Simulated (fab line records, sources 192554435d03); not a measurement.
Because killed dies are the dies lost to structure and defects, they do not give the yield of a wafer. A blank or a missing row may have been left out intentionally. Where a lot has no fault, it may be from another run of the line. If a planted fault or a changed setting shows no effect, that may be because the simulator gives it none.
Chamber matching | flow n5_finfet | N5_BEOL_M8_CURE_75 on uv_cure-01: 3 sister chambers
The step cures SiCOH lowk, time 120 s. 3 wafers are shown with their chamber, then 8 later ones without.

## WAFERS WITH THEIR CHAMBER
wafer  | chamber | wafer_temp_C_max
L074.3 | 1       | 373.8
L089.6 | 0       | 371.7
L090.4 | 2       | 371.9

## WAFERS WITHOUT THEIR CHAMBER
wafer  | wafer_temp_C_max
L090.5 | 371.7
L090.6 | 372.3
L092.1 | 373.3
L092.2 | 374.4
L092.4 | 371.7
L095.2 | 372.6
L095.3 | 372.0
L095.5 | 372.8

## EACH ONE'S CHAMBER
wafer  | from the rows above          | in truth
L090.5 | can't be placed: 0 or 2      | 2
L090.6 | can't be placed: 2 or 0      | 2
L092.1 | can't be placed: 1 or 2      | 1
L092.2 | 1                            | 1
L092.4 | can't be placed: 0 or 2      | 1
L095.2 | can't be placed: 2 or 0 or 1 | 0
L095.3 | can't be placed: 2 or 0      | 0
L095.5 | can't be placed: 2 or 1 or 0 | 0
Correctly placed: 1 of 8. From these rows, 7 cannot be placed; in 6 the true chamber is one of the candidates. 0 placed wrongly.
How it was worked out, from the rows above alone: a wafer's distance from a chamber is the root of the sum, over the readings, of the square of ((its reading less the chamber's mean) divided by the reading's scatter). The wafer belongs to the nearest chamber; if the next one is less than 2 further off, it can't be placed. Each chamber's mean is taken over the wafers shown for it. The scatter: with one shown wafer a chamber, the root of the mean of the squares of how far each hidden wafer lies from its nearest shown one.
